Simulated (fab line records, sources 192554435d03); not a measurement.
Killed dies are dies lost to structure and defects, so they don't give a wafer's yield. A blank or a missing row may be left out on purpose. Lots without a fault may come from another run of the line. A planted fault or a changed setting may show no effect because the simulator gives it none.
fab line records | flow n5_finfet
record lots=14 wafers=42 last_day=19
route steps=1938 shown BEOL_M7@1330 BEOL_M8@1333
lots that met no fault: from a run of the same line without faults
start_h: hours from the record's first day to the start of the lot's first wafer shown | wait_h: hours since the lot's step before | " the same as in the row above | L1.1+2: a row that stands for several wafers | - no value, or no start given | * or withheld: withheld | < > ~ a bound
route shown NAME@n: a module of which the file shows steps, and the number in the route of the first | usual: mean/standard deviation of fault-free wafers | same: alike in all rows | chamber/n: place in a boat | sites: the reading at each site | _std_site: their standard deviation | _edge_site: outer sites' mean less inner sites' | radius_mm: how far each site lies from the wafer's centre | mask NAME#n: copy n | behind: the tool/chamber that last shaped the wafer | hold: why the lot was held/for how many hours/how that ended | device: the transistor (n, p or np) that didn't switch | end of line: the same wafers' tests at the end of the route | a step without rows: its recipe alone | killed: dies lost to structure and defects at the first sort, not the wafer's yield | map: a wafer's dies, x killed, . not, _ none there
set.NAME: the setting as run; set.NAME@STEP: as run at that earlier step | model.NAME: the simulator's own value behind a step, which no gauge read
steps of the route over a sample of lots; a table a step, a row a wafer
services: from which hour (start_h, from the record's first day; less than 0 if before it) a tool's chamber was out of use, for how many hours, and why
## steps
# step N5_BEOL_M7_RS_MEAS_57
# recipe thk_meas_gauge=four-point-probe reads=Cu_of_BEOL_M7_ECD_50+Co_of_BEOL_M7_CVD_78+TaN_of_BEOL_M7_ALD_77
# usual M7_RS=0.286/0.0071
# columns lot.wafer tool chamber start_h wait_h M7_RS[ohm/sq]
L344.1 film_metro-02 - 239.27 0.1 0.280
L344.3 " - " " 0.286
L344.6 " - " " 0.277
L346.1 film_metro-01 - 253.29 0.1 0.282
L346.4 " - " " 0.295
L346.5 " - " " 0.277
L348.1 film_metro-01 - 274.72 0.1 0.284
L348.3 " - " " 0.283
L348.4 " - " " 0.275
L349.1 film_metro-02 - 278.51 0.1 0.294
L349.4 " - " " 0.284
L349.6 " - " " 0.293
L350.1 film_metro-01 - 293.83 0.1 0.286
L350.4 " - " " 0.287
L350.6 " - " " 0.294
L352.3 film_metro-01 - 305.57 0.1 0.286
L352.4 " - " " 0.275
L352.6 " - " " 0.280
L353.2 film_metro-02 - 310.12 0.1 0.289
L353.4 " - " " 0.281
L353.6 " - " " 0.277
L355.2 film_metro-01 - 317.59 0.1 0.285
L355.3 " - " " 0.296
L355.4 " - " " 0.289
L357.1 film_metro-01 - 318.13 0.1 0.286
L357.2 " - " " 0.289
L357.5 " - " " 0.288
L360.3 film_metro-01 - 340.42 0.1 0.293
L360.4 " - " " 0.294
L360.5 " - " " 0.287
L363.1 film_metro-02 - 371.77 0.1 0.274
L363.4 " - " " 0.290
L363.6 " - " " 0.273
L364.1 film_metro-02 - 376.00 0.1 0.280
L364.2 " - " " 0.282
L364.5 " - " " 0.280
L365.2 film_metro-02 - 376.14 0.1 0.286
L365.5 " - " " 0.296
L365.6 " - " " 0.283
L367.2 film_metro-02 - 386.61 0.1 0.286
L367.3 " - " " 0.284
L367.6 " - " " 0.285
# step N5_BEOL_M8_CURE_74
# recipe temp_c=385 time_s=240 ambient=He/Ar material=SiCOH_lowk
# usual lamp_power_pct=52.32/0.055 wafer_temp_C_max=386.8/0.64
# columns lot.wafer tool chamber start_h wait_h lamp_power_pct wafer_temp_C_max
L344.1 uv_cure-01 2 239.40 0.0 52.21 386.1
L344.3 " 2 " " 52.35 387.2
L344.6 " 2 " " 52.37 387.2
L346.1 uv_cure-02 0 253.42 0.0 52.28 386.5
L346.4 " 0 " " 52.32 386.8
L346.5 " 0 " " 52.39 387.0
L348.1 uv_cure-02 0 274.88 0.0 52.25 386.6
L348.3 " 0 " " 52.28 387.1
L348.4 " 0 " " 52.28 386.9
L349.1 uv_cure-02 0 278.63 0.0 52.26 386.8
L349.4 " 0 " " 52.28 386.7
L349.6 " 0 " " 52.28 387.4
L350.1 uv_cure-02 0 293.96 0.0 52.26 386.3
L350.4 " 0 " " 52.25 386.3
L350.6 " 0 " " 52.35 386.3
L352.3 uv_cure-02 2 305.86 0.2 52.30 386.0
L352.4 " 2 " " 52.39 386.3
L352.6 " 2 " " 52.34 387.0
L353.2 uv_cure-02 0 310.33 0.1 52.29 386.4
L353.4 " 0 " " 52.22 386.6
L353.6 " 0 " " 52.31 386.8
L355.2 uv_cure-01 0 317.79 0.1 52.34 386.5
L355.3 " 0 " " 52.39 387.2
L355.4 " 0 " " 52.22 387.2
L357.1 uv_cure-01 2 318.26 0.0 52.20 387.1
L357.2 " 2 " " 52.23 386.7
L357.5 " 2 " " 52.28 387.0
L360.3 uv_cure-01 0 340.71 0.2 52.42 386.7
L360.4 " 0 " " 52.24 386.7
L360.5 " 0 " " 52.39 386.2
L363.1 uv_cure-01 1 372.15 0.3 52.26 386.0
L363.4 " 1 " " 52.32 386.8
L363.6 " 1 " " 52.28 386.9
L364.1 uv_cure-01 2 376.33 0.2 52.29 386.8
L364.2 " 2 " " 52.31 386.9
L364.5 " 2 " " 52.22 386.9
L365.2 uv_cure-02 0 376.79 0.6 52.32 386.8
L365.5 " 0 " " 52.32 387.2
L365.6 " 0 " " 52.28 387.0
L367.2 uv_cure-03 1 386.81 0.1 52.33 387.9
L367.3 " 1 " " 52.31 389.1
L367.6 " 1 " " 52.36 389.1
# step N5_BEOL_M8_THK_MEAS_01
# recipe reads=SiCOH_lowk_of_BEOL_M8_ILD_DEP_00
# usual M8_ILD_THK=154.6/2.3
# columns lot.wafer tool chamber start_h wait_h M8_ILD_THK[nm]
L344.1 film_metro-01 - 239.91 0.4 151.0
L344.3 " - " " 148.6
L344.6 " - " " 156.1
L346.1 film_metro-02 - 253.93 0.4 151.6
L346.4 " - " " 153.2
L346.5 " - " " 155.6
L348.1 film_metro-01 - 275.39 0.4 153.2
L348.3 " - " " 151.3
L348.4 " - " " 156.6
L349.1 film_metro-02 - 279.15 0.4 152.8
L349.4 " - " " 157.4
L349.6 " - " " 153.3
L350.1 film_metro-02 - 294.47 0.4 152.9
L350.4 " - " " 156.0
L350.6 " - " " 155.4
L352.3 film_metro-02 - 306.21 0.3 155.7
L352.4 " - " " 155.2
L352.6 " - " " 156.6
L353.2 film_metro-01 - 310.76 0.4 151.0
L353.4 " - " " 151.6
L353.6 " - " " 155.4
L355.2 film_metro-01 - 318.23 0.4 154.3
L355.3 " - " " 154.8
L355.4 " - " " 156.1
L357.1 film_metro-02 - 318.77 0.4 149.3
L357.2 " - " " 153.0
L357.5 " - " " 157.1
L360.3 film_metro-01 - 341.06 0.3 149.9
L360.4 " - " " 156.7
L360.5 " - " " 155.6
L363.1 film_metro-02 - 372.66 0.4 153.3
L363.4 " - " " 157.2
L363.6 " - " " 154.4
L364.1 film_metro-01 - 376.84 0.4 152.2
L364.2 " - " " 155.0
L364.5 " - " " 156.3
L365.2 film_metro-01 - 377.22 0.4 153.7
L365.5 " - " " 155.7
L365.6 " - " " 155.0
L367.2 film_metro-02 - 387.25 0.4 155.1
L367.3 " - " " 156.6
L367.6 " - " " 159.2
# step N5_BEOL_M8_PEB_09
# recipe peb_temp_c=withheld peb_time_s=60 resist=CAR-ArF
# usual chill_plate_temp_C=23.01/0.11 exhaust_pa=45.1/0.82 resist_line_temp_C=22.99/0.1
# columns lot.wafer tool chamber start_h wait_h chill_plate_temp_C exhaust_pa resist_line_temp_C
L344.1 litho_track-05 0 241.79 0.1 22.96 44.8 23.15
L344.3 " 0 " " 22.92 45.2 23.10
L344.6 " 0 " " 22.99 46.0 23.13
L346.1 litho_track-03 0 256.73 0.1 23.00 45.0 23.10
L346.4 " 0 " " 23.14 45.4 22.90
L346.5 " 0 " " 23.04 45.4 22.81
L348.1 litho_track-03 0 277.10 0.1 22.89 45.7 22.91
L348.3 " 0 " " 22.79 45.0 22.92
L348.4 " 0 " " 22.89 44.9 22.89
L349.1 litho_track-05 0 281.52 0.1 22.89 45.2 22.98
L349.4 " 0 " " 22.89 46.4 22.87
L349.6 " 0 " " 23.10 45.9 22.97
L350.1 litho_track-05 0 295.77 0.1 23.03 44.9 22.84
L350.4 " 0 " " 23.16 45.1 22.91
L350.6 " 0 " " 23.13 44.4 22.91
L352.3 litho_track-03 0 308.19 0.0 23.20 45.8 23.05
L352.4 " 0 " " 23.33 45.7 23.00
L352.6 " 0 " " 23.27 46.1 23.00
L353.2 litho_track-04 0 312.37 0.0 23.15 45.3 23.13
L353.4 " 0 " " 22.92 45.9 23.12
L353.6 " 0 " " 22.90 45.5 23.17
L355.2 litho_track-05 - 318.92 0.0 - - -
L355.3 " - " " - - -
L355.4 " - " " - - -
L357.1 litho_track-05 - 319.70 0.1 - - -
L357.2 " - " " - - -
L357.5 " - " " - - -
L360.3 litho_track-05 0 343.44 0.0 22.84 45.9 23.10
L360.4 " 0 " " 22.98 45.7 22.99
L360.5 " 0 " " 23.00 44.6 23.02
L363.1 litho_track-05 0 375.21 0.1 23.04 45.0 22.88
L363.4 " 0 " " 22.99 45.9 22.94
L363.6 " 0 " " 22.85 44.9 22.95
L364.1 litho_track-04 0 378.74 0.1 22.99 44.6 22.86
L364.2 " 0 " " 22.88 44.7 22.89
L364.5 " 0 " " 22.98 47.4 22.93
L365.2 litho_track-05 0 378.98 0.0 22.99 43.8 22.85
L365.5 " 0 " " 23.01 44.8 22.92
L365.6 " 0 " " 22.85 44.8 22.87
L367.2 litho_track-05 0 390.98 0.0 23.12 43.6 22.98
L367.3 " 0 " " 23.03 44.6 22.92
L367.6 " 0 " " 23.01 46.0 22.96
## services
# columns tool chamber start_h hours kind
uv_cure-02 - 221.45 7.5 pm
uv_cure-01 - 228.81 1.4 repair
uv_cure-02 - 234.87 1.1 repair
uv_cure-03 - 259.69 0.6 repair
uv_cure-03 - 261.86 7.1 pm
litho_track-03 - 272.45 - consumable_replace:filter
uv_cure-03 - 339.40 2.8 pm
uv_cure-02 - 343.51 0.6 repair
uv_cure-02 - 370.71 6.0 pm
litho_track-03 - 373.28 - consumable_replace:filter
litho_track-03 - 385.02 - consumable_replace:filter
## key
first_sign step=N5_BEOL_M8_PEB_09 reading=tool_record direction=missing
effect none on later readings
met_at N5_BEOL_M8_PEB_09
struck_lots L355,L357
later_rows_left_out L355.2,L355.3,L355.4,L357.1,L357.2,L357.5
sort_left_out L355.2,L355.3,L355.4,L357.1,L357.2,L357.5
not_acting_at N5_BEOL_M7_RS_MEAS_57,N5_BEOL_M8_CURE_74,N5_BEOL_M8_THK_MEAS_01
onset_between 295.77 318.92
fault kind=skipped_step_whole tool=litho_track-05 chamber=- onset_h=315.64 steps=N5_BEOL_M8_PEB_09 scope=struck_lots_only
# sort_left_out: the simulated sort isn't trusted on such a fault, so these wafers' sort isn't shown, and their yield isn't known
# later_rows_left_out: the simulator's readings of these wafers behind a module that went badly wrong aren't trusted and aren't shown, but for the sort
